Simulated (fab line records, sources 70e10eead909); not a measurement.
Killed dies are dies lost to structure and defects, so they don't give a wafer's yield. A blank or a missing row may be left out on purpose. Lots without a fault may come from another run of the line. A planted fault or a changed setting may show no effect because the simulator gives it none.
Chamber matching | flow nand_harc | NHARC_A_CONTACT_DESCUM_13 on rie_diel-11: 4 sister chambers
The step chemistry O2, time 3 s. 39 wafers are shown with their chamber, then 12 later ones without.

WAFERS WITH THEIR CHAMBER
wafer  | chamber | showerhead_plenum_p_Torr (Torr) | drypump_motor_current_A (A) | oes_product_au (a.u.)
L074.1 | 3       | 2.01                            | 6.2                         | 1.025
L074.2 | 2       | 1.96                            | 5.3                         | 1.000
L074.5 | 2       | 1.96                            | 5.4                         | 0.992
L077.1 | 2       | 1.96                            | 5.4                         | 0.993
L077.2 | 1       | 1.95                            | 6.0                         | 1.000
L077.6 | 3       | 2.01                            | 6.1                         | 1.016
L080.1 | 1       | 1.94                            | 6.0                         | 1.011
L080.2 | 0       | 1.87                            | 5.8                         | 0.992
L080.3 | 2       | 1.95                            | 5.3                         | 1.000
L081.2 | 0       | 1.87                            | 5.8                         | 0.995
L081.3 | 1       | 1.94                            | 6.0                         | 0.987
L081.4 | 3       | 2.00                            | 6.2                         | 1.017
L079.2 | 1       | 1.94                            | 6.0                         | 0.998
L079.4 | 0       | 1.87                            | 5.8                         | 1.012
L079.5 | 1       | 1.94                            | 6.0                         | 0.995
L082.1 | 1       | 1.94                            | 6.0                         | 0.998
L082.2 | 2       | 1.95                            | 5.4                         | 1.001
L082.5 | 1       | 1.94                            | 6.0                         | 0.988
L083.3 | 0       | 1.87                            | 5.8                         | 0.988
L083.4 | 3       | 2.00                            | 6.2                         | 1.009
L083.6 | 0       | 1.87                            | 5.8                         | 0.991
L085.2 | 0       | 1.87                            | 5.8                         | 1.016
L085.5 | 1       | 1.94                            | 6.0                         | 0.980
L085.6 | 0       | 1.87                            | 5.8                         | 1.010
L087.1 | 3       | 2.00                            | 6.3                         | 1.002
L087.4 | 2       | 1.95                            | 5.4                         | 0.997
L087.6 | 2       | 1.95                            | 5.4                         | 0.995
L089.2 | 3       | 2.00                            | 6.3                         | 1.001
L089.5 | 3       | 2.00                            | 6.2                         | 1.003
L089.6 | 2       | 1.95                            | 5.4                         | 0.988
L088.3 | 0       | 1.87                            | 5.8                         | 1.010
L088.5 | 0       | 1.87                            | 5.8                         | 1.015
L088.6 | 3       | 2.00                            | 6.2                         | 1.000
L091.1 | 2       | 1.95                            | 5.4                         | 1.005
L091.3 | 0       | 1.87                            | 5.8                         | 1.000
L091.4 | 3       | 2.00                            | 6.2                         | 0.998
L092.1 | 1       | 1.94                            | 6.0                         | 1.001
L092.4 | 2       | 1.95                            | 5.4                         | 1.007
L092.5 | 1       | 1.94                            | 6.0                         | 1.003

SIGNATURES (means of the wafers above)
reading                  | chamber 0 | chamber 1 | chamber 2 | chamber 3 | scatter within a chamber
showerhead_plenum_p_Torr | 1.8700    | 1.9410    | 1.9530    | 2.0022    | 0.00361
drypump_motor_current_A  | 5.800     | 6.000     | 5.380     | 6.211     | 0.0358
oes_product_au           | 1.00290   | 0.99610   | 0.99780   | 1.00789   | 0.00895
Rule: a wafer's distance from a chamber is the root of the sum, over the readings, of the square of ((its reading less the chamber's mean) divided by the reading's scatter). The wafer belongs to the nearest chamber; if the next one is less than 2 further off, it can't be placed. The scatter: the root of (the sum of the squares of (reading less its chamber's mean) over the shown wafers, divided by (wafers less chambers)).

WAFERS WITHOUT THEIR CHAMBER
wafer  | showerhead_plenum_p_Torr (Torr) | drypump_motor_current_A (A) | oes_product_au (a.u.)
L093.1 | 1.87                            | 5.8                         | 0.992
L093.2 | 2.00                            | 6.2                         | 1.013
L093.4 | 1.94                            | 6.0                         | 0.996
L095.1 | 1.94                            | 5.3                         | 0.989
L095.2 | 1.93                            | 6.0                         | 0.997
L095.4 | 1.86                            | 5.8                         | 0.998
L094.3 | 1.93                            | 6.0                         | 0.990
L094.4 | 1.86                            | 5.8                         | 1.000
L094.6 | 1.86                            | 5.8                         | 0.992
L097.2 | 2.00                            | 6.2                         | 1.014
L097.3 | 1.86                            | 5.8                         | 1.010
L097.4 | 1.94                            | 5.4                         | 1.000

WHICH CHAMBER EACH WENT THROUGH
wafer  | from the rows above | in truth
L093.1 | 0                   | 0
L093.2 | 3                   | 3
L093.4 | 1                   | 1
L095.1 | 2                   | 2
L095.2 | 1                   | 1
L095.4 | 0                   | 0
L094.3 | 1                   | 1
L094.4 | 0                   | 0
L094.6 | 0                   | 0
L097.2 | 3                   | 3
L097.3 | 0                   | 0
L097.4 | 2                   | 2
Placed correctly: 12 of 12. Can't be placed from these rows: 0. Placed wrongly: 0.
